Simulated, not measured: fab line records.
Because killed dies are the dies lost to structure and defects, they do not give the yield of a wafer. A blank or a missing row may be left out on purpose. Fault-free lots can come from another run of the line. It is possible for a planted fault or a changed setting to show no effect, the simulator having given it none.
The tool behind it: which one?    flow nand-harc    24 lots, 72 wafers sampled, at 3 steps of a route of 1159

## WHAT THE GAUGES SHOWED, per wafer
NHARC_A_BLC_CD_MEAS_19.
lot   measured      on         cd-nm (nm)
L075  day 17 16:44  cd-sem-02  101.6 95.4 102.5
L076  day 17 17:05  cd-sem-03  100.8 98.7 99.5
L078  day 17 18:17  cd-sem-01  102.6 101.6 103.0
L074  day 17 20:27  cd-sem-01  103.4 97.0 99.2
L079  day 18 12:26  cd-sem-03  101.0 102.9 102.7
L077  day 18 16:01  cd-sem-03  98.2 99.5 102.5
L080  day 19 02:30  cd-sem-01  99.6 100.0 99.7
L081  day 19 06:37  cd-sem-01  100.0 99.0 99.7
L082  day 19 15:02  cd-sem-02  99.9 97.5 98.2
L084  day 19 15:43  cd-sem-02  99.1 100.9 100.9
L083  day 19 15:52  cd-sem-03  99.3 102.5 98.6
L085  day 20 04:19  cd-sem-02  100.9 96.0 100.7
L086  day 20 07:23  cd-sem-01  99.3 98.9 97.0
L087  day 20 10:22  cd-sem-01  101.5 99.1 98.4
L089  day 20 14:03  cd-sem-03  100.0 100.3 98.8
L088  day 20 15:58  cd-sem-01  101.0 98.4 98.3
L091  day 21 09:58  cd-sem-02  100.8 100.3 99.4
L090  day 21 14:44  cd-sem-01  102.5 101.4 100.6
L092  day 21 15:02  cd-sem-03  100.5 101.1 99.0
L095  day 22 00:59  cd-sem-01  101.5 100.2 101.7
L093  day 22 01:28  cd-sem-03  98.8 99.3 101.6
L094  day 22 10:18  cd-sem-03  104.0 99.0 101.5
L096  day 22 20:19  cd-sem-02  101.5 102.5 100.5
L097  day 22 21:22  cd-sem-03  101.4 101.7 100.5

NHARC_A_M0_INSPECT_11.
lot   measured      on                 raw-defect-count
L075  day 17 20:07  defect-inspect-02  22 22 18
L076  day 17 20:38  defect-inspect-02  28 33 31
L078  day 17 21:25  defect-inspect-01  5 13 7
L074  day 17 23:28  defect-inspect-02  34 37 30
L079  day 18 15:45  defect-inspect-02  38 38 42
L077  day 18 19:05  defect-inspect-01  23 20 26
L080  day 19 06:25  defect-inspect-01  32 39 38
L081  day 19 13:55  defect-inspect-01  17 16 10
L082  day 19 18:05  defect-inspect-02  28 27 18
L084  day 19 18:36  defect-inspect-02  37 26 33
L083  day 19 18:53  defect-inspect-01  26 28 36
L085  day 20 08:17  defect-inspect-01  39 31 30
L086  day 20 10:19  defect-inspect-02  25 26 33
L087  day 20 13:24  defect-inspect-02  35 46 45
L089  day 20 20:13  defect-inspect-02  56 63 45
L088  day 20 23:43  defect-inspect-02  14 16 14
L091  day 21 14:43  defect-inspect-02  14 25 12
L090  day 21 17:56  defect-inspect-01  52 60 67
L092  day 21 18:25  defect-inspect-01  48 38 30
L095  day 22 06:23  defect-inspect-02  25 23 20
L093  day 22 06:50  defect-inspect-02  50 48 50
L094  day 22 13:46  defect-inspect-01  47 65 54
L096  day 22 23:56  defect-inspect-02  40 37 36
L097  day 23 00:22  defect-inspect-02  34 37 39

## TOOL THAT RAN EACH LOT (tool first, then ch and the chambers of the sampled wafers, then the start)
lot   NHARC_A_BLC_CMP_25
L075  cmp-02 ch 0,1,3, day 17 18:47
L076  cmp-04 ch 0,2,3, day 17 19:13
L078  cmp-01 ch 1,2, day 17 19:58
L074  cmp-02 ch 1,3, day 17 22:02
L079  cmp-02 ch 0,1,3, day 18 14:23
L077  cmp-01 ch 0,1, day 18 17:38
L080  cmp-04 ch 0,2,3, day 19 04:46
L081  cmp-02 ch 2,3, day 19 12:08
L082  cmp-02 ch 0,2,3, day 19 16:43
L084  cmp-04 ch 0,1,2, day 19 17:19
L083  cmp-02 ch 0,1, day 19 17:28
L085  cmp-02 ch 1,2, day 20 06:49
L086  cmp-02 ch 2,3, day 20 08:59
L087  cmp-04 ch 0,2,3, day 20 11:59
L089  cmp-04 ch 0,2,3, day 20 18:22
L088  cmp-02 ch 0,3, day 20 22:09
L091  cmp-01 ch 1,2,3, day 21 13:26
L090  cmp-01 ch 1,3, day 21 16:30
L092  cmp-02 ch 1,2, day 21 16:56
L095  cmp-02 ch 1,2,3, day 22 05:01
L093  cmp-04 ch 0,1,2, day 22 05:26
L094  cmp-02 ch 1,2,3, day 22 12:23
L096  cmp-02 ch 0,3, day 22 21:53
L097  cmp-01 ch 0,2,3, day 22 22:56
- NHARC_A_BLC_CMP_25: polishes, t overpolish 30 s, target thk 150 nm.

## WHAT THE TOOLS THEMSELVES READ (means of the sampled wafers that have a number; where no wafer has one, the mark that the record gives instead)
NHARC_A_BLC_CMP_25.
lot   tool    motor-current-A (A)  overpolish-run-s (s)  time-to-endpoint-s (s)
L075  cmp-02  11.2                 30.011                26.8
L076  cmp-04  10.9                 30.007                30.8
L078  cmp-01  12.6                 29.991                31.6
L074  cmp-02  10.1                 29.998                27.6
L079  cmp-02  11.6                 30.000                26.8
L077  cmp-01  11.3                 30.007                29.5
L080  cmp-04  11.1                 30.000                32.5
L081  cmp-02  11.5                 30.001                28.7
L082  cmp-02  12.0                 30.004                30.0
L084  cmp-04  10.9                 30.005                30.8
L083  cmp-02  12.2                 29.993                28.4
L085  cmp-02  10.0                 30.007                26.0
L086  cmp-02  11.5                 30.002                28.2
L087  cmp-04  11.4                 30.010                31.9
L089  cmp-04  11.3                 30.004                30.8
L088  cmp-02  12.8                 30.007                32.9
L091  cmp-01  11.7                 29.998                28.4
L090  cmp-01  11.5                 30.003                26.6
L092  cmp-02  10.6                 29.997                27.8
L095  cmp-02  10.5                 30.012                26.4
L093  cmp-04  11.4                 29.995                29.2
L094  cmp-02  10.5                 29.999                27.8
L096  cmp-02  12.5                 29.999                29.2
L097  cmp-01  11.8                 29.999                27.9

## THE ANSWER, worked out from the rows above alone
Rule: what is usual is taken from the lots themselves. Put in order of their means at a reading, lots are off if they are a third of the lots or fewer, leave a main group of 4 or more, and stand apart from it by a gap of 3 or more times the standard deviation of the main group's means; of several such gaps the widest counts. A main group is skipped when, at the precision printed for the reading in the tables above, its means are all equal. Also off: a lot with no number at a reading for which 4 or more lots have one. Any other lot the step has rows for is counted as sound. The gauges are gone through in route order, then the tools' own readings, and for those a lot's mean is taken as printed above. At the first step where some lot is off, the reading lying furthest off is the one used; lots without a number count as furthest.
Across all readings shown, no lot is off: no conclusion can be drawn from this.

## WHAT HAD BEEN PUT IN BY THE SIMULATOR
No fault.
